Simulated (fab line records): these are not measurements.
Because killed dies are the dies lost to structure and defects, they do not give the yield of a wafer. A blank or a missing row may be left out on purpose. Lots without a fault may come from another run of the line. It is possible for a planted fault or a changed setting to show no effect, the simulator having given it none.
A sampling plan put to the test || flow nand-harc || 22 faults told of in these records, all on one fab line, each judged by the records of the lots it struck
The line's own looks make up the plan; these are the steps of the route where a gauge or inspection reads the wafer and leaves it unchanged. Where struck wafers have a number at a look and the file lists that look's usual mean and standard deviation on fault-free wafers, the look can be judged. Caught: a look later than the fault's first step finds the struck wafers' mean 4 or more of those standard deviations (sigma) from the usual mean. On the tool: the same test on the tool's own readings at the fault's steps. Also counted as caught: the struck wafers showing another recipe, or a record that is empty for them alone.

== THE FAULTS, as the simulator had put them in ==
1. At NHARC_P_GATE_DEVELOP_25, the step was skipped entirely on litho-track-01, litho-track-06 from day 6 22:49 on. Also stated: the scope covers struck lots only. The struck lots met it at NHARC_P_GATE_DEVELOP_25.
2. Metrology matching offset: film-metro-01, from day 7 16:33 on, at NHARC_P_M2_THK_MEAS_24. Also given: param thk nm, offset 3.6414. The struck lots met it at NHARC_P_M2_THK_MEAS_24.
3. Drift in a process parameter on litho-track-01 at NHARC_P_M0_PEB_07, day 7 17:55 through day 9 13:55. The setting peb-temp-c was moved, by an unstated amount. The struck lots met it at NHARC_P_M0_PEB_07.
4. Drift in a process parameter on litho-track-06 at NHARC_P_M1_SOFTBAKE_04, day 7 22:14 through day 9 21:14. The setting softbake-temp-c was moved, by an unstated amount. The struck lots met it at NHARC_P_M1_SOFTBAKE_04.
5. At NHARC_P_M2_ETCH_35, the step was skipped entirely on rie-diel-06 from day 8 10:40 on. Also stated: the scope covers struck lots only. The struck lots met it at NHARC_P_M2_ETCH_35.
6. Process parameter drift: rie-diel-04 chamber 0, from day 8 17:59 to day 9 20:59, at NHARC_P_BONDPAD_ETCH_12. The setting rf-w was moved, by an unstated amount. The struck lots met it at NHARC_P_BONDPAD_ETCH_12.
7. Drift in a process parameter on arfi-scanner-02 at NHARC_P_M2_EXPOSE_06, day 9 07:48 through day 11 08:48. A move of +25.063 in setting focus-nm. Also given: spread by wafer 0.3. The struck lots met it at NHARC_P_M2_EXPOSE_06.
8. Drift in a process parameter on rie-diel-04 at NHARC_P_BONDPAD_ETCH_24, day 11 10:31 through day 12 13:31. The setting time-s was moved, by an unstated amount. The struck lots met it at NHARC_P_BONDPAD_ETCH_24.
9. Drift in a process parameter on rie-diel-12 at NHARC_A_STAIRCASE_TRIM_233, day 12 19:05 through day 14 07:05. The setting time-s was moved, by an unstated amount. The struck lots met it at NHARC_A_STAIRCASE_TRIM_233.
10. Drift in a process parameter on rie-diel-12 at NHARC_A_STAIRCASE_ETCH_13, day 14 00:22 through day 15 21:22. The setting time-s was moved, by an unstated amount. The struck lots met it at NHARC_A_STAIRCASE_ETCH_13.
11. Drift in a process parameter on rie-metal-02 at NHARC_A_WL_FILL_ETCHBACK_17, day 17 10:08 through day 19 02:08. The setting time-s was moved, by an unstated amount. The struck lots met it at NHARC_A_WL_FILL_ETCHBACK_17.
12. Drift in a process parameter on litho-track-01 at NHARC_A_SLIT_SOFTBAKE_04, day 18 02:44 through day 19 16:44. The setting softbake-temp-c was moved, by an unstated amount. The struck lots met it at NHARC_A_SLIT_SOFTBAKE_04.
13. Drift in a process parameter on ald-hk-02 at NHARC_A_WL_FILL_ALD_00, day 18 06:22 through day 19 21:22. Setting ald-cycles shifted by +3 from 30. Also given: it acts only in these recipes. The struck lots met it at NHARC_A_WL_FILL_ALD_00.
14. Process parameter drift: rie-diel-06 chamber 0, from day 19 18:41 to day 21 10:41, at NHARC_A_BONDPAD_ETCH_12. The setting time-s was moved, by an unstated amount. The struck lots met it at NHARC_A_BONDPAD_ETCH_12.
15. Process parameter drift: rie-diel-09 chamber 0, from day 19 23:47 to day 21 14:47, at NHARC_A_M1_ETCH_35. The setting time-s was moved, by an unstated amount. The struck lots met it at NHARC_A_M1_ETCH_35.
16. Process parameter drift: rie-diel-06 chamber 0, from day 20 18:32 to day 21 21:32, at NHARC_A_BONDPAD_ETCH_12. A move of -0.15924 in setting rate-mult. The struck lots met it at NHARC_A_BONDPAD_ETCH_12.
17. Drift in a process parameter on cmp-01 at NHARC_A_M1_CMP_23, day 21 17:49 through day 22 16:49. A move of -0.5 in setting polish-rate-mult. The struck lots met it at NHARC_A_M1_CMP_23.
18. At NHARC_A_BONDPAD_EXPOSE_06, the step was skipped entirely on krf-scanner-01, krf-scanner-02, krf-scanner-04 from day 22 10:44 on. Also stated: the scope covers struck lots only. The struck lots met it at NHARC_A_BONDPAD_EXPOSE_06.
19. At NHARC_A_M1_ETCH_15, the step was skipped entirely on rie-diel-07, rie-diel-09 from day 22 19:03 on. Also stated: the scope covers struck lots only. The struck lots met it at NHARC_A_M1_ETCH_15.
20. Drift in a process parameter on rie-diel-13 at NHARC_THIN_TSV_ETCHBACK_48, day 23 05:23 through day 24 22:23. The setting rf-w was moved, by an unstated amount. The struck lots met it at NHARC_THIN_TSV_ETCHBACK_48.
21. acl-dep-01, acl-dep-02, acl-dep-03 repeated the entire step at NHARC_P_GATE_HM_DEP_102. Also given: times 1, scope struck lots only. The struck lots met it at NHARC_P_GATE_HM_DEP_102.
22. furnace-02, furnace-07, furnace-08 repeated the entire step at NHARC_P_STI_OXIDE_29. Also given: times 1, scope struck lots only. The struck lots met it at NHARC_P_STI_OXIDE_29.

== WHAT THE PLAN SAW ==
{"fault": 1, "on the tool itself": "the tool's record is blank for the struck wafers", "first look that catches it": "no look after it can be judged", "reading, sigma": "-", "median hours from its first step to that look": "-", "hours from the fault's start to the first struck lot there": "-", "judged looks passed uncaught": 0}
{"fault": 2, "on the tool itself": "only faintly: thk-nm +2.8 sigma", "first look that catches it": "not the one look that can be judged after it", "reading, sigma": "-", "median hours from its first step to that look": "-", "hours from the fault's start to the first struck lot there": "-", "judged looks passed uncaught": 1}
{"fault": 3, "on the tool itself": "plate-temp-C -24 sigma", "first look that catches it": "no look after it can be judged", "reading, sigma": "-", "median hours from its first step to that look": "-", "hours from the fault's start to the first struck lot there": "-", "judged looks passed uncaught": 0}
{"fault": 4, "on the tool itself": "heater-power-total-W -55 sigma", "first look that catches it": "not the one look that can be judged after it", "reading, sigma": "-", "median hours from its first step to that look": "-", "hours from the fault's start to the first struck lot there": "-", "judged looks passed uncaught": 1}
{"fault": 5, "on the tool itself": "the tool's record is blank for the struck wafers", "first look that catches it": "no look after it can be judged", "reading, sigma": "-", "median hours from its first step to that look": "-", "hours from the fault's start to the first struck lot there": "-", "judged looks passed uncaught": 0}
{"fault": 6, "on the tool itself": "rf-fwd-power-W +99 or beyond sigma", "first look that catches it": "no look after it can be judged", "reading, sigma": "-", "median hours from its first step to that look": "-", "hours from the fault's start to the first struck lot there": "-", "judged looks passed uncaught": 0}
{"fault": 7, "on the tool itself": "exposure-dose-mJ-cm2 -4.8 sigma", "first look that catches it": "no look after it can be judged", "reading, sigma": "-", "median hours from its first step to that look": "-", "hours from the fault's start to the first struck lot there": "-", "judged looks passed uncaught": 0}
{"fault": 8, "on the tool itself": "run-length-s +15 sigma", "first look that catches it": "not the one look that can be judged after it", "reading, sigma": "-", "median hours from its first step to that look": "-", "hours from the fault's start to the first struck lot there": "-", "judged looks passed uncaught": 1}
{"fault": 9, "on the tool itself": "run-length-s -15 sigma", "first look that catches it": "not the one look that can be judged after it", "reading, sigma": "-", "median hours from its first step to that look": "-", "hours from the fault's start to the first struck lot there": "-", "judged looks passed uncaught": 1}
{"fault": 10, "on the tool itself": "run-length-s -45 sigma", "first look that catches it": "no look after it can be judged", "reading, sigma": "-", "median hours from its first step to that look": "-", "hours from the fault's start to the first struck lot there": "-", "judged looks passed uncaught": 0}
{"fault": 11, "on the tool itself": "run-length-s -26 sigma", "first look that catches it": "no look after it can be judged", "reading, sigma": "-", "median hours from its first step to that look": "-", "hours from the fault's start to the first struck lot there": "-", "judged looks passed uncaught": 0}
{"fault": 12, "on the tool itself": "heater-power-total-W -99 or beyond sigma", "first look that catches it": "not the one look that can be judged after it", "reading, sigma": "-", "median hours from its first step to that look": "-", "hours from the fault's start to the first struck lot there": "-", "judged looks passed uncaught": 1}
{"fault": 13, "on the tool itself": "under 2 sigma", "first look that catches it": "not the one look that can be judged after it", "reading, sigma": "-", "median hours from its first step to that look": "-", "hours from the fault's start to the first struck lot there": "-", "judged looks passed uncaught": 1}
{"fault": 14, "on the tool itself": "run-length-s -86 sigma", "first look that catches it": "no look after it can be judged", "reading, sigma": "-", "median hours from its first step to that look": "-", "hours from the fault's start to the first struck lot there": "-", "judged looks passed uncaught": 0}
{"fault": 15, "on the tool itself": "run-length-s -25 sigma", "first look that catches it": "no look after it can be judged", "reading, sigma": "-", "median hours from its first step to that look": "-", "hours from the fault's start to the first struck lot there": "-", "judged looks passed uncaught": 0}
{"fault": 16, "on the tool itself": "only faintly: oes-product-au -3.2 sigma", "first look that catches it": "not the one look that can be judged after it", "reading, sigma": "-", "median hours from its first step to that look": "-", "hours from the fault's start to the first struck lot there": "-", "judged looks passed uncaught": 1}
{"fault": 17, "on the tool itself": "only faintly: time-to-endpoint-s +3.9 sigma", "first look that catches it": "NHARC_A_M1_INSPECT_27", "reading, sigma": "raw-defect-count +44", "median hours from its first step to that look": 0.5, "hours from the fault's start to the first struck lot there": 13, "judged looks passed uncaught": 0}
{"fault": 18, "on the tool itself": "no reading that can be judged", "first look that catches it": "no look after it can be judged", "reading, sigma": "-", "median hours from its first step to that look": "-", "hours from the fault's start to the first struck lot there": "-", "judged looks passed uncaught": 0}
{"fault": 19, "on the tool itself": "the tool's record is blank for the struck wafers", "first look that catches it": "no look after it can be judged", "reading, sigma": "-", "median hours from its first step to that look": "-", "hours from the fault's start to the first struck lot there": "-", "judged looks passed uncaught": 0}
{"fault": 20, "on the tool itself": "rf-fwd-power-W +99 or beyond sigma", "first look that catches it": "not the one look that can be judged after it", "reading, sigma": "-", "median hours from its first step to that look": "-", "hours from the fault's start to the first struck lot there": "-", "judged looks passed uncaught": 1}
{"fault": 21, "on the tool itself": "under 2 sigma", "first look that catches it": "not the one look that can be judged after it", "reading, sigma": "-", "median hours from its first step to that look": "-", "hours from the fault's start to the first struck lot there": "-", "judged looks passed uncaught": 1}
{"fault": 22, "on the tool itself": "under 2 sigma", "first look that catches it": "not the one look that can be judged after it", "reading, sigma": "-", "median hours from its first step to that look": "-", "hours from the fault's start to the first struck lot there": "-", "judged looks passed uncaught": 1}
A dash: the fault is not caught, or the number is missing from these records.

Caught at a look: 1 of 22. Caught on the tool: 15 of 22. By one or the other: 16 of 22.
On the tool alone, faults 1, 3, 4, 5, 6, 7, 8, 9, 10, 11, 12, 14, 15, 19, 20 were caught.
Caught at a look alone: fault 17.
Caught by neither: faults 2, 13, 16, 18, 21, 22.

== THINNER SAMPLING ==
Were the look that catches a fault to measure just every second or every third lot (counted by lot number), the first struck lot would, at worst, be measured this late:
{"fault": 17, "struck lots at that look, in order of time": "L921", "every lot": "13 h", "every second lot": "may miss it", "every third lot": "may miss it"}
Hours are from the fault's start to the first struck lot that is measured. Since the struck wafers were tested as one group against 4 sigma, a single lot by itself may lie under the limit. Other struck lots may not be in these records.

== THE LONGEST TIMED WAY FROM STEP TO LOOK ==
For fault 17, NHARC_A_M1_CMP_23 and NHARC_A_M1_INSPECT_27 are separated by a median of 0.5 hours. No look between them can be judged.
